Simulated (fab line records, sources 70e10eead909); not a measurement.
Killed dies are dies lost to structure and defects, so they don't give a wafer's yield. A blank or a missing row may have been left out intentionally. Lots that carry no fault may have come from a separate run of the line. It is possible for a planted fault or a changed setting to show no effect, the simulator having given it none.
Problem report in the 8D (eight disciplines) form, filled by code || flow nandHarc || the parts of the form that need people (team, actions taken, sign-off) are left out

== 1. THE ISSUE ==
NHARC_A_DECK1_JOINT_ETCHBACK_00, oesProductAu: mean 1.219 a.u. over 1 wafer from 1 lot; wafers with no fault: 1.000 a.u., standard deviation 0.011. That is +20 standard deviations from the usual mean.
The step: etches the open film in HBr, target depth 30 nm, time 17.4 s.
Seen first at day 17 21:19 on rieSi-05, wafer L191.4. The record has a number at this step for 33 wafers belonging to 11 lots. By rule, "out" or "out of limits" means more than 4 standard deviations away from the usual mean. The rest of the wafers with a number are treated as sound.

== 2. WHAT IT IS; WHAT IT IS NOT ==
{"question": "which readings at this step", "is": "oesProductAu", "is not": "drypumpMotorCurrentA, hbrFlowSccm, throttleValvePct"}
{"question": "which lots", "is": "L191", "is not": "L175, L176, L177, L182, L183, L184, L186, L196, L197, L198"}
{"question": "which wafers of those lots", "is": "L191.4", "is not": "L191.1, L191.6"}
{"question": "read on which tools", "is": "rieSi-05", "is not": "rieSi-03, rieSi-04"}
{"question": "when", "is": "from day 17 21:19", "is not": "up to then (23 sound wafers); but 9 sound wafers of L196, L197, L198 came after"}

== 3. THE SUSPECTS, EACH WITH WHAT RULES IT OUT ==
Counting: a tool at a process step up to the reading stays a suspect if it ran every lot that is out. Sound lots after the first of them don't rule it out here, since some wafers of a struck lot are sound.
- harEtch-01 at NHARC_A_CHANNEL_HOLE_D1_ETCH_26 (etches the open film in C4F8/O2/Ar, time 224.1 s, target depth 300 nm): kept. It processed L191, the lot that is out, at day 15 08:38, and its most recent sound lot before then was L183 at day 12 09:11.
- rieDiel-05 at NHARC_A_CHANNEL_HOLE_D1_ETCH_44 (etches the open film in CF4/O2, target depth 140 nm, overetch 14 nm, time 77 s): kept. It processed L191, the lot that is out, at day 15 09:38, and its most recent sound lot before then was L177 at day 9 23:37.
- rieSi-06 at NHARC_A_CHANNEL_FILL_D1_ETCHBACK_19 (etches the open film in HBr/Cl2, target depth 5 nm, time 1.7 s): kept. It processed L191, the lot that is out, at day 16 10:46, and its most recent sound lot before then was L184 at day 13 12:45.
- rieSi-05 at NHARC_A_DECK1_JOINT_ETCHBACK_00 (etches the open film in HBr, target depth 30 nm, time 17.4 s): kept. It processed L191, the lot that is out, at day 17 21:19, and its most recent sound lot before then was L184 at day 15 02:36. Out on those wafers are its own readings of oesProductAu.
- rieSi-06, NHARC_A_CHANNEL_FILL_D1_ETCHBACK_19: wafers that are out in chamber 0, sound lot-mates in chambers 1, 2.
- rieSi-05, NHARC_A_DECK1_JOINT_ETCHBACK_00: wafers that are out in chamber 2, sound lot-mates in chambers 0, 3.
Left after counting: harEtch-01 at NHARC_A_CHANNEL_HOLE_D1_ETCH_26, rieDiel-05 at NHARC_A_CHANNEL_HOLE_D1_ETCH_44, rieSi-06 at NHARC_A_CHANNEL_FILL_D1_ETCHBACK_19, rieSi-05 at NHARC_A_DECK1_JOINT_ETCHBACK_00.

== 4. THE CAUSE (what the simulator had put in) ==
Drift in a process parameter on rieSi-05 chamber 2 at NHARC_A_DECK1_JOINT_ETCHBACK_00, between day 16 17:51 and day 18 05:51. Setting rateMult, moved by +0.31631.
Of the 4 suspects that counting leaves, this tool is one.

== 5. THE EFFECT CHAIN, in route order ==
One row per reading whose mean, taken over the struck wafers that have a number, lies over 3 standard deviations from the usual. Only readings whose record carries a usual standard deviation are examined. hours: median over the lots of the time between each lot's start at the first step of this table that gives one and its start at this step. sigmas: the change, counted in usual standard deviations.
{"hours": 0, "step": "NHARC_A_DECK1_JOINT_ETCHBACK_00", "reading": "oesProductAu", "usual": "1.000 a.u.", "on struck wafers": 1.219, "change": "+0.219", "sigmas": "+20"}
Its process steps:
- NHARC_A_DECK1_JOINT_ETCHBACK_00: etches the open film in HBr, target depth 30 nm, time 17.4 s.

== 6. WHAT WOULD HAVE CAUGHT IT SOONER ==
In this record the first reading out of limits was taken at day 17 21:19, 27 hours after the fault began at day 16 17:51.
